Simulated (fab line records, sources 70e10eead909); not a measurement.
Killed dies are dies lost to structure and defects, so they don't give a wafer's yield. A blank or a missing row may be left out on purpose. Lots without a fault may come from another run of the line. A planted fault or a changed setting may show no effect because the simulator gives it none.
Chamber matching | flow nand_harc | NHARC_P_M0_ETCH_34 on rie_diel-06: 4 sister chambers
The step etches the open film in N2/H2, target depth 40 nm, overetch 12 nm, time 43.94 s. 33 wafers are shown with their chamber, then 12 later ones without.

WAFERS WITH THEIR CHAMBER
wafer  | chamber | drypump_motor_current_A (A) | showerhead_plenum_p_Torr (Torr) | rf_vpp_V (V)
L074.1 | 1       | 6.3                         | 2.16                            | 434.3
L074.2 | 3       | 6.5                         | 2.10                            | 432.5
L074.5 | 1       | 6.2                         | 2.16                            | 434.4
L075.1 | 3       | 6.4                         | 2.10                            | 431.9
L075.2 | 2       | 5.6                         | 1.94                            | 427.6
L075.5 | 0       | 5.0                         | 2.04                            | 429.2
L076.1 | 0       | 5.0                         | 2.04                            | 430.7
L076.3 | 3       | 6.5                         | 2.10                            | 432.0
L076.6 | 1       | 6.2                         | 2.17                            | 434.8
L080.2 | 3       | 6.5                         | 2.10                            | 432.3
L080.4 | 2       | 5.6                         | 1.93                            | 428.0
L080.5 | 0       | 5.0                         | 2.04                            | 431.1
L081.2 | 0       | 5.0                         | 2.04                            | 430.5
L081.4 | 2       | 5.6                         | 1.93                            | 428.2
L081.5 | 2       | 5.6                         | 1.93                            | 427.9
L084.1 | 1       | 6.2                         | 2.16                            | 433.4
L084.2 | 2       | 5.6                         | 1.93                            | 426.5
L084.3 | 3       | 6.5                         | 2.10                            | 431.3
L085.1 | 2       | 5.6                         | 1.93                            | 428.0
L085.3 | 1       | 6.3                         | 2.16                            | 435.3
L085.6 | 0       | 5.0                         | 2.04                            | 432.1
L086.2 | 0       | 5.0                         | 2.04                            | 429.6
L086.4 | 2       | 5.6                         | 1.93                            | 426.7
L086.6 | 1       | 6.3                         | 2.16                            | 433.4
L087.1 | 3       | 6.5                         | 2.10                            | 432.3
L087.2 | 2       | 5.6                         | 1.93                            | 428.7
L087.6 | 2       | 5.6                         | 1.93                            | 428.3
L089.2 | 2       | 5.6                         | 1.93                            | 428.3
L089.4 | 1       | 6.2                         | 2.16                            | 434.4
L089.5 | 3       | 6.5                         | 2.09                            | 430.9
L090.1 | 0       | 5.0                         | 2.03                            | 429.1
L090.2 | 1       | 6.2                         | 2.16                            | 432.8
L090.3 | 2       | 5.6                         | 1.93                            | 428.0

SIGNATURES (means of the wafers above)
reading                  | chamber 0 | chamber 1 | chamber 2 | chamber 3 | scatter within a chamber
drypump_motor_current_A  | 5.000     | 6.237     | 5.600     | 6.486     | 0.0307
showerhead_plenum_p_Torr | 2.0386    | 2.1612    | 1.9309    | 2.0986    | 0.00347
rf_vpp_V                 | 430.329   | 434.100   | 427.836   | 431.886   | 0.801
Rule: a wafer's distance from a chamber is the root of the sum, over the readings, of the square of ((its reading less the chamber's mean) divided by the reading's scatter). The wafer belongs to the nearest chamber; if the next one is less than 2 further off, it can't be placed. The scatter: the root of (the sum of the squares of (reading less its chamber's mean) over the shown wafers, divided by (wafers less chambers)).

WAFERS WITHOUT THEIR CHAMBER
wafer  | drypump_motor_current_A (A) | showerhead_plenum_p_Torr (Torr) | rf_vpp_V (V)
L092.1 | 6.5                         | 2.09                            | 431.4
L092.3 | 6.2                         | 2.16                            | 432.3
L092.5 | 6.5                         | 2.09                            | 431.8
L095.1 | 5.0                         | 2.03                            | 431.2
L095.4 | 6.5                         | 2.09                            | 433.7
L095.5 | 6.3                         | 2.15                            | 434.2
L096.4 | 6.2                         | 2.15                            | 432.7
L096.5 | 6.2                         | 2.15                            | 433.3
L096.6 | 5.6                         | 1.93                            | 427.7
L097.1 | 6.2                         | 2.15                            | 433.1
L097.3 | 5.6                         | 1.93                            | 427.5
L097.4 | 5.0                         | 2.03                            | 430.7

WHICH CHAMBER EACH WENT THROUGH
wafer  | from the rows above | in truth
L092.1 | 3                   | 3
L092.3 | 1                   | 1
L092.5 | 3                   | 3
L095.1 | 0                   | 0
L095.4 | 3                   | 3
L095.5 | 1                   | 1
L096.4 | 1                   | 1
L096.5 | 1                   | 1
L096.6 | 2                   | 2
L097.1 | 1                   | 1
L097.3 | 2                   | 2
L097.4 | 0                   | 0
Placed correctly: 12 of 12. Can't be placed from these rows: 0. Placed wrongly: 0.
